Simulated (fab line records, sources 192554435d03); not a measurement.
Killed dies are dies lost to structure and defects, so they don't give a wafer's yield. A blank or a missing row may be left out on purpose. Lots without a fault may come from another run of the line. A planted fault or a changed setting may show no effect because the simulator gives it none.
Which tool did it? | flow n5_finfet | 9 lots, 27 wafers sampled, at 6 steps of a route of 1938

WHAT THE GAUGES READ, wafer by wafer
N5_BEOL_M3_OCD_MEAS_38.
lot  | measured     | on     | trench_depth_nm (nm)
L343 | day 7 19:38  | ocd-02 | 56.0 54.1 53.4
L344 | day 7 16:50  | ocd-01 | 55.4 55.4 55.3
L345 | day 7 23:13  | ocd-02 | 55.1 56.1 55.3
L349 | day 8 13:12  | ocd-02 | 54.3 54.3 56.6
L348 | day 8 18:00  | ocd-02 | 55.1 55.4 54.7
L353 | day 9 20:16  | ocd-01 | 34.8 31.7 37.8
L360 | day 11 12:46 | ocd-01 | 55.8 53.8 53.8
L364 | day 12 19:35 | ocd-02 | 53.5 55.7 53.4
L365 | day 12 21:38 | ocd-01 | 54.2 54.9 53.7

N5_BEOL_M4_RC_MEAS_101.
lot  | measured     | on        | CHAIN_V2_max_site (ohm/link) | CHAIN_V3_max_site (ohm/link) | DIBL_N (mV/V)  | DIBL_P (mV/V)  | IOFF_N (nA/um) | IOFF_P (nA/um) | ION_N (uA/um) | ION_P (uA/um) | SS_N (mV/dec)  | SS_P (mV/dec)  | VT_N (mV)   | VT_P (mV)
L343 | day 8 11:33  | prober-02 | 219 234 226                  | 246 239 241                  | 33.6 36.4 35.8 | 34.1 37.0 36.4 | 0.14 0.18 0.17 | 0.21 0.25 0.24 | 673 679 676   | 467 468 467   | 71.1 72.3 71.8 | 73.2 73.4 73.1 | 248 250 249 | -248 -249 -246
L344 | day 8 07:23  | prober-01 | 246 236 222                  | 225 242 243                  | 37.0 35.9 36.4 | 37.9 36.4 36.4 | 0.16 0.14 0.14 | 0.23 0.22 0.21 | 674 669 675   | 464 461 471   | 71.5 71.1 71.3 | 73.7 73.5 73.1 | 249 251 251 | -251 -250 -250
L345 | day 8 13:29  | prober-01 | 227 243 224                  | 267 254 247                  | 35.7 33.6 36.1 | 36.1 33.4 36.5 | 0.15 0.11 0.14 | 0.18 0.14 0.18 | 682 681 677   | 467 462 463   | 71.0 71.0 71.5 | 73.3 72.8 73.3 | 251 255 253 | -251 -257 -253
L349 | day 9 06:10  | prober-02 | 239 245 227                  | 233 235 249                  | 33.1 34.9 33.9 | 32.8 33.6 33.6 | 0.11 0.12 0.11 | 0.17 0.18 0.18 | 665 656 668   | 462 455 461   | 70.6 70.5 70.7 | 72.3 71.4 71.8 | 255 253 255 | -253 -250 -251
L348 | day 9 10:17  | prober-01 | 231 227 223                  | 246 247 246                  | 37.3 36.6 37.0 | 38.4 36.7 37.8 | 0.18 0.17 0.17 | 0.24 0.22 0.24 | 680 688 676   | 466 459 465   | 72.3 71.7 72.3 | 72.8 72.8 73.0 | 247 250 249 | -251 -253 -248
L353 | day 10 09:15 | prober-01 | ~571 ~571 ~571               | ~571 ~571 ~571               | 35.8 35.6 34.2 | 36.3 34.7 33.9 | 0.16 0.15 0.13 | 0.20 0.17 0.17 | 684 666 657   | 464 450 448   | 71.3 71.1 71.1 | 72.9 72.7 72.1 | 249 249 251 | -251 -253 -253
L360 | day 12 06:17 | prober-02 | 242 266 247                  | 237 237 253                  | 37.0 38.2 37.9 | 38.3 39.1 38.9 | 0.22 0.23 0.24 | 0.22 0.23 0.23 | 705 686 683   | 462 456 458   | 72.0 72.5 72.2 | 73.2 73.7 73.6 | 243 244 240 | -251 -248 -250
L364 | day 13 10:11 | prober-02 | 257 258 263                  | 241 258 245                  | 36.2 37.3 37.5 | 35.1 36.3 37.0 | 0.14 0.16 0.16 | 0.17 0.18 0.20 | 662 677 673   | 447 458 458   | 71.2 72.1 71.5 | 73.8 73.9 74.2 | 253 249 247 | -251 -254 -253
L365 | day 13 10:06 | prober-01 | 238 241 254                  | 243 234 239                  | 33.2 36.3 36.8 | 33.6 37.7 38.6 | 0.12 0.18 0.19 | 0.16 0.21 0.22 | 669 678 677   | 452 461 458   | 71.2 71.9 72.1 | 72.4 74.4 74.3 | 252 248 246 | -256 -250 -253

WHICH TOOL RAN EACH LOT (tool, then ch and the chambers of the sampled wafers, then the start)
lot  | N5_BEOL_M3_HM_OPEN_17             | N5_BEOL_M3_STRIP_36                | N5_BEOL_M3_SURFACE_TREAT_85  | N5_BEOL_M3_SPUTTER_79
L343 | rie_metal-02 ch 0, day 7 12:26    | rie_diel-05 ch 0,1, day 7 19:27    | pvd_sputter-02, day 7 20:49  | pvd_sputter-03, day 7 21:28
L344 | rie_metal-02 ch 0,1, day 7 13:00  | rie_diel-02 ch 0,1, day 7 16:38    | pvd_sputter-03, day 7 18:51  | pvd_sputter-03, day 7 19:38
L345 | rie_metal-01 ch 0,1, day 7 13:04  | rie_diel-05 ch 0,3, day 7 23:02    | pvd_sputter-02, day 8 00:25  | pvd_sputter-03, day 8 01:02
L349 | rie_metal-01 ch 0, day 8 11:15    | rie_diel-05 ch 1,2,3, day 8 13:00  | pvd_sputter-03, day 8 14:20  | pvd_sputter-01, day 8 14:49
L348 | rie_metal-02 ch 0,1, day 8 14:01  | rie_diel-02 ch 0,2,3, day 8 17:49  | pvd_sputter-01, day 8 18:50  | pvd_sputter-02, day 8 19:18
L353 | rie_metal-01 ch 1, day 9 14:17    | rie_diel-04 ch 0,2,3, day 9 20:04  | pvd_sputter-01, day 9 21:02  | pvd_sputter-01, day 9 21:38
L360 | rie_metal-02 ch 0,1, day 11 10:47 | rie_diel-05 ch 1,2,3, day 11 12:35 | pvd_sputter-01, day 11 13:19 | pvd_sputter-03, day 11 13:53
L364 | rie_metal-03 ch 0,1, day 12 11:13 | rie_diel-05 ch 2,3, day 12 19:23   | pvd_sputter-03, day 12 20:11 | pvd_sputter-01, day 12 20:41
L365 | rie_metal-02 ch 0,1, day 12 15:32 | rie_diel-02 ch 1,2, day 12 21:22   | pvd_sputter-01, day 12 22:18 | pvd_sputter-01, day 12 22:48
- N5_BEOL_M3_HM_OPEN_17: chemistry Cl2/BCl3, target TiN, target depth 20 nm, overetch 6 nm.
- N5_BEOL_M3_STRIP_36: strips in N2/H2.
- N5_BEOL_M3_SURFACE_TREAT_85
- N5_BEOL_M3_SPUTTER_79: material Cu, target thk 4.5 nm, time 8.29 s.

WHAT THE TOOLS THEMSELVES READ (means of the sampled wafers that have a number; where no wafer has one, the mark that the record gives instead)
N5_BEOL_M3_HM_OPEN_17.
lot  | tool         | drypump_motor_current_A (A) | oes_product_au (a.u.) | throttle_valve_pct (%)
L343 | rie_metal-02 | 5.9                         | 0.57                  | 22.37
L344 | rie_metal-02 | 6.1                         | 0.57                  | 22.46
L345 | rie_metal-01 | 5.8                         | 0.57                  | 22.11
L349 | rie_metal-01 | 5.9                         | 0.50                  | 22.16
L348 | rie_metal-02 | 6.2                         | 0.57                  | 22.56
L353 | rie_metal-01 | 5.5                         | 0.63                  | 22.13
L360 | rie_metal-02 | 6.0                         | 0.56                  | 22.47
L364 | rie_metal-03 | 5.4                         | 0.54                  | 22.35
L365 | rie_metal-02 | 6.0                         | 0.55                  | 22.48

N5_BEOL_M3_STRIP_36.
lot  | tool        | drypump_motor_current_A (A) | oes_product_au (a.u.) | rf_vpp_V (V) | showerhead_plenum_p_Torr (Torr) | throttle_valve_pct (%)
L343 | rie_diel-05 | 6.2                         | 0.74                  | 60.9         | 2.60                            | 23.7
L344 | rie_diel-02 | 5.8                         | 0.75                  | 58.2         | 2.49                            | 23.9
L345 | rie_diel-05 | 6.1                         | 0.82                  | 58.7         | 2.52                            | 23.6
L349 | rie_diel-05 | 5.9                         | 0.72                  | 58.1         | 2.56                            | 23.4
L348 | rie_diel-02 | 6.0                         | 0.73                  | 58.5         | 2.55                            | 23.7
L353 | rie_diel-04 | 5.6                         | 0.82                  | 59.2         | 2.48                            | 23.3
L360 | rie_diel-05 | 5.9                         | 0.71                  | 57.6         | 2.56                            | 23.5
L364 | rie_diel-05 | 5.6                         | 0.70                  | 59.3         | 2.56                            | 23.4
L365 | rie_diel-02 | 6.2                         | 0.72                  | 60.5         | 2.56                            | 23.9

N5_BEOL_M3_SPUTTER_79.
lot  | tool           | throttle_valve_pct (%)
L343 | pvd_sputter-03 | 30.2
L344 | pvd_sputter-03 | 30.3
L345 | pvd_sputter-03 | 30.2
L349 | pvd_sputter-01 | 31.2
L348 | pvd_sputter-02 | 30.2
L353 | pvd_sputter-01 | 30.9
L360 | pvd_sputter-03 | 30.3
L364 | pvd_sputter-01 | 31.1
L365 | pvd_sputter-01 | 30.9

THE ANSWER, worked out from the rows above alone
Rule: what is usual is taken from the lots themselves. Put in order of their means at a reading, lots are off if they are a third of the lots or fewer, leave a main group of 4 or more, and stand apart from it by a gap of 3 or more times the standard deviation of the main group's means; of several such gaps the widest counts. A main group whose means are all the same, to the digits that the tables above print for the reading, isn't used. A lot without any number at a reading at which 4 lots or more have one is off too. The other lots that the step has rows for count as sound. The gauges are gone through in route order, then the tools' own readings, and for those a lot's mean is taken as printed above. The first step at which some lot is off is used, and at that step the reading that is off furthest; a lot without a number counts as furthest.
Off: L353, at N5_BEOL_M3_OCD_MEAS_38 (trench_depth_nm). The main group: mean 54.8 nm, standard deviation 0.47.
A tool fits if, at a process step before that reading, it ran every lot that is off, and no sound lot after the first of them. The gauges at N5_BEOL_M3_OCD_MEAS_38 aren't tried: what is off there is off at N5_BEOL_M4_RC_MEAS_101 too, on other tools, and a gauge's error can't cause that. Can't be told from this: 2 tools fit, rie_metal-01 at N5_BEOL_M3_HM_OPEN_17, rie_diel-04 at N5_BEOL_M3_STRIP_36.

WHAT THE SIMULATOR HAD PUT IN
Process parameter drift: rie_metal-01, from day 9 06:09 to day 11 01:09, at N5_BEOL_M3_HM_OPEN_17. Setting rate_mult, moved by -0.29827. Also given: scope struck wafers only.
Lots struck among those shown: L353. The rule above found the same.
